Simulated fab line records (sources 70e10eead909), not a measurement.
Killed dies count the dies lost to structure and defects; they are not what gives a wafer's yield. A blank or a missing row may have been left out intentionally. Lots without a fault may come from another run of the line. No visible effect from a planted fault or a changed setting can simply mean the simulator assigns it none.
The tool behind it: which one?    flow nand-harc    12 lots, 36 wafers sampled, at 5 steps of a route of 1159

== WHAT THE GAUGES SHOWED, per wafer ==
NHARC_END_SORT_01. Usual: killed-at-array 29, standard deviation 13; killed-at-other 0.7, standard deviation 1; killed-at-periphery 3.2, standard deviation 2.3; killed-dies 33, standard deviation 13; killed-open 3.3, standard deviation 1.7; killed-short 2.0, standard deviation 1.5.
lot   measured      on         killed-at-array  killed-at-other  killed-at-periphery  killed-dies  killed-open  killed-short  flag
L815  day 21 07:10  prober-01  673 669 665      0 3 3            4 5 9                677 677 677  8 4 7        2 1 2         OFF
L814  day 21 14:54  prober-02  674 672 671      1 0 0            2 5 6                677 677 677  3 4 3        1 1 3         OFF
L816  day 22 01:38  prober-02  676 676 676      0 0 0            1 1 1                677 677 677  3 5 5        0 2 2         OFF

== EACH LOT AND THE TOOL THAT RAN IT (in order: tool; ch and the chambers of the sampled wafers; start) ==
lot   NHARC_A_CONTACT_ETCH_129              NHARC_A_CONTACT_ETCH_130              NHARC_A_CONTACT_ETCH_132              NHARC_A_CONTACT_ETCH_106
L807  har-cap-etch-01 ch 0,1, day 16 16:55  har-cap-etch-01 ch 0,1, day 16 17:04  har-cap-etch-01 ch 0,1, day 16 17:21  rie-diel-09 ch 1,2,3, day 16 18:35
L809  har-cap-etch-02 ch 0,1, day 17 02:46  har-cap-etch-02 ch 0,1, day 17 02:55  har-cap-etch-02 ch 0,1, day 17 03:12  rie-diel-11 ch 0,1,2, day 17 04:22
L811  har-cap-etch-03 ch 0,1, day 18 05:38  har-cap-etch-03 ch 0,1, day 18 05:47  har-cap-etch-03 ch 0,1, day 18 06:04  rie-diel-11 ch 0,1, day 18 07:14
L812  har-cap-etch-02 ch 0,1, day 18 09:29  har-cap-etch-02 ch 0,1, day 18 09:38  har-cap-etch-02 ch 0,1, day 18 09:55  rie-diel-09 ch 0,2,3, day 18 11:07
L815  har-cap-etch-02 ch 0, day 18 19:00    har-cap-etch-02 ch 0, day 18 19:08    har-cap-etch-02 ch 0, day 18 19:26    rie-diel-11 ch 0,3, day 18 20:38
L814  har-cap-etch-01 ch 0,1, day 18 20:28  har-cap-etch-01 ch 0,1, day 18 20:36  har-cap-etch-01 ch 0,1, day 18 20:53  rie-diel-09 ch 0,2,3, day 18 22:05
L816  har-cap-etch-01 ch 0, day 19 11:10    har-cap-etch-01 ch 0, day 19 11:19    har-cap-etch-01 ch 0, day 19 11:35    rie-diel-11 ch 0,1, day 19 12:50
L818  har-cap-etch-01 ch 0,1, day 20 02:41  har-cap-etch-01 ch 0,1, day 20 02:50  har-cap-etch-01 ch 0,1, day 20 03:07  rie-diel-11 ch 0,2,3, day 20 04:22
L827  har-cap-etch-02 ch 0,1, day 21 22:23  har-cap-etch-02 ch 0,1, day 21 22:31  har-cap-etch-02 ch 0,1, day 21 22:48  rie-diel-11 ch 0,1, day 22 00:08
L829  har-cap-etch-01 ch 0, day 22 02:10    har-cap-etch-01 ch 0, day 22 02:18    har-cap-etch-01 ch 0, day 22 02:35    rie-diel-01 ch 0,2, day 22 03:59
L828  har-cap-etch-02 ch 0,1, day 22 05:00  har-cap-etch-02 ch 0,1, day 22 05:08  har-cap-etch-02 ch 0,1, day 22 05:26  rie-diel-01 ch 0,1,2, day 22 06:41
L830  har-cap-etch-02 ch 0,1, day 22 20:32  har-cap-etch-02 ch 0,1, day 22 20:41  har-cap-etch-02 ch 0,1, day 22 20:58  rie-diel-09 ch 0,2, day 22 22:10
- NHARC_A_CONTACT_ETCH_129: etches the open film in C4F8/O2/Ar, time 155 s, target depth 956 nm.
- NHARC_A_CONTACT_ETCH_130: etches the open film in C4F8/O2/Ar, time 155 s, target depth 956 nm.
- NHARC_A_CONTACT_ETCH_132: etches the open film in C4F8/O2/Ar, time 156 s, target depth 958 nm.
- NHARC_A_CONTACT_ETCH_106: etches the open film in CF4/O2, target depth 60 nm, overetch 6 nm, time 33 s.

== WHAT THE TOOLS THEMSELVES READ (means of the sampled wafers that have a number; where no wafer has one, the mark that the record gives instead) ==
NHARC_A_CONTACT_ETCH_129. Usual: chamber-pressure-mTorr 20.001 mTorr, standard deviation 0.019; oes-air-line-au 1.002 a.u., standard deviation 0.02.
lot   tool             chamber-pressure-mTorr (mTorr)  oes-air-line-au (a.u.)  flag
L807  har-cap-etch-01  19.999                          1.015                   
L809  har-cap-etch-02  20.009                          1.005                   
L811  har-cap-etch-03  20.009                          0.989                   
L812  har-cap-etch-02  20.004                          0.992                   
L815  har-cap-etch-02  20.010                          1.002                   
L814  har-cap-etch-01  20.012                          0.984                   
L816  har-cap-etch-01  20.007                          0.982                   
L818  har-cap-etch-01  20.019                          1.011                   
L827  har-cap-etch-02  19.983                          0.996                   
L829  har-cap-etch-01  20.013                          1.015                   
L828  har-cap-etch-02  19.993                          1.010                   
L830  har-cap-etch-02  20.000                          1.008                   

NHARC_A_CONTACT_ETCH_130. Usual: chamber-pressure-mTorr 19.999 mTorr, standard deviation 0.018; oes-air-line-au 0.998 a.u., standard deviation 0.023.
lot   tool             chamber-pressure-mTorr (mTorr)  oes-air-line-au (a.u.)  flag
L807  har-cap-etch-01  19.995                          0.995                   
L809  har-cap-etch-02  19.984                          0.981                   
L811  har-cap-etch-03  19.976                          0.983                   
L812  har-cap-etch-02  19.993                          0.983                   
L815  har-cap-etch-02  20.021                          1.012                   
L814  har-cap-etch-01  19.994                          1.016                   
L816  har-cap-etch-01  19.997                          0.967                   
L818  har-cap-etch-01  20.001                          0.998                   
L827  har-cap-etch-02  20.005                          0.985                   
L829  har-cap-etch-01  19.999                          1.024                   
L828  har-cap-etch-02  19.994                          1.002                   
L830  har-cap-etch-02  19.994                          0.985                   

NHARC_A_CONTACT_ETCH_132. Usual: chamber-pressure-mTorr 19.999 mTorr, standard deviation 0.017; oes-air-line-au 1.000 a.u., standard deviation 0.02.
lot   tool             chamber-pressure-mTorr (mTorr)  oes-air-line-au (a.u.)  flag
L807  har-cap-etch-01  19.989                          0.975                   
L809  har-cap-etch-02  20.010                          1.004                   
L811  har-cap-etch-03  19.992                          1.001                   
L812  har-cap-etch-02  20.020                          1.006                   
L815  har-cap-etch-02  -                               -                       OFF
L814  har-cap-etch-01  -                               -                       OFF
L816  har-cap-etch-01  -                               -                       OFF
L818  har-cap-etch-01  20.008                          0.986                   
L827  har-cap-etch-02  20.005                          1.008                   
L829  har-cap-etch-01  20.002                          1.000                   
L828  har-cap-etch-02  19.994                          1.010                   
L830  har-cap-etch-02  20.007                          1.019                   

NHARC_A_CONTACT_ETCH_106. Usual: for bias-w, 99.97 W with a standard deviation of 0.29; for cf4-flow-sccm, 79.98 sccm with a standard deviation of 0.26; for drypump-motor-current-A, 5.5 A with a standard deviation of 0.32; for oes-product-au, 1.004 a.u. with a standard deviation of 0.01; for rf-vpp-V, 197.6 V with a standard deviation of 1.5; for showerhead-plenum-p-Torr, 1.33 Torr with a standard deviation of 0.059; for throttle-valve-pct, 13.395 % with a standard deviation of 0.0093.
lot   tool         bias-w (W)  cf4-flow-sccm (sccm)  drypump-motor-current-A (A)  oes-product-au (a.u.)  rf-vpp-V (V)  showerhead-plenum-p-Torr (Torr)  throttle-valve-pct (%)  flag
L807  rie-diel-09  100.11      79.87                 5.7                          0.993                  198.6         1.32                             13.393                  
L809  rie-diel-11  100.08      80.08                 5.5                          1.007                  198.0         1.34                             13.389                  
L811  rie-diel-11  99.92       80.31                 5.4                          1.009                  197.0         1.28                             13.407                  
L812  rie-diel-09  99.76       80.02                 5.5                          0.991                  196.7         1.31                             13.407                  
L815  rie-diel-11  99.58       79.97                 5.6                          1.007                  195.9         1.28                             13.397                  
L814  rie-diel-09  99.89       80.19                 5.5                          0.992                  197.1         1.31                             13.391                  
L816  rie-diel-11  99.88       79.92                 5.4                          1.007                  196.3         1.28                             13.393                  
L818  rie-diel-11  100.03      80.13                 5.7                          1.015                  197.3         1.31                             13.399                  
L827  rie-diel-11  99.97       80.16                 5.4                          1.011                  196.8         1.28                             13.394                  
L829  rie-diel-01  99.83       80.33                 5.6                          0.992                  197.2         1.34                             13.396                  
L828  rie-diel-01  100.35      80.03                 5.6                          1.003                  198.1         1.36                             13.388                  
L830  rie-diel-09  99.76       80.13                 5.1                          1.003                  196.1         1.28                             13.400                  

== THE ANSWER, worked out from the rows above alone ==
Rule: a lot counts as off when the mean over its wafers that have a number is more than 3 standard deviations away from the usual mean. A lot without any number at a reading at which 4 lots or more have one is off too. Where the step has rows for the other lots, those lots are counted as sound. Order of review: gauges by route order, followed by the tools' own readings, for which a lot's mean as printed above is used. The first step at which some lot is off is used, and at that step the reading that is off furthest; a lot without a number counts as furthest.
Off: L815, L814, L816, at NHARC_END_SORT_01 (killed-at-array). Neither off nor sound, because the step has no rows for them: L807, L809, L811, L812, L818, L827, L829, L828, L830.
A tool fits if, at a process step before that reading, it ran every lot that is off, and no sound lot after the first of them. The gauges at NHARC_END_SORT_01 aren't tried: what is off there is off at NHARC_A_CONTACT_ETCH_132 too, on other tools, and a gauge's error can't cause that. No candidate that was tried fits.

== WHAT THE SIMULATOR HAD PUT IN ==
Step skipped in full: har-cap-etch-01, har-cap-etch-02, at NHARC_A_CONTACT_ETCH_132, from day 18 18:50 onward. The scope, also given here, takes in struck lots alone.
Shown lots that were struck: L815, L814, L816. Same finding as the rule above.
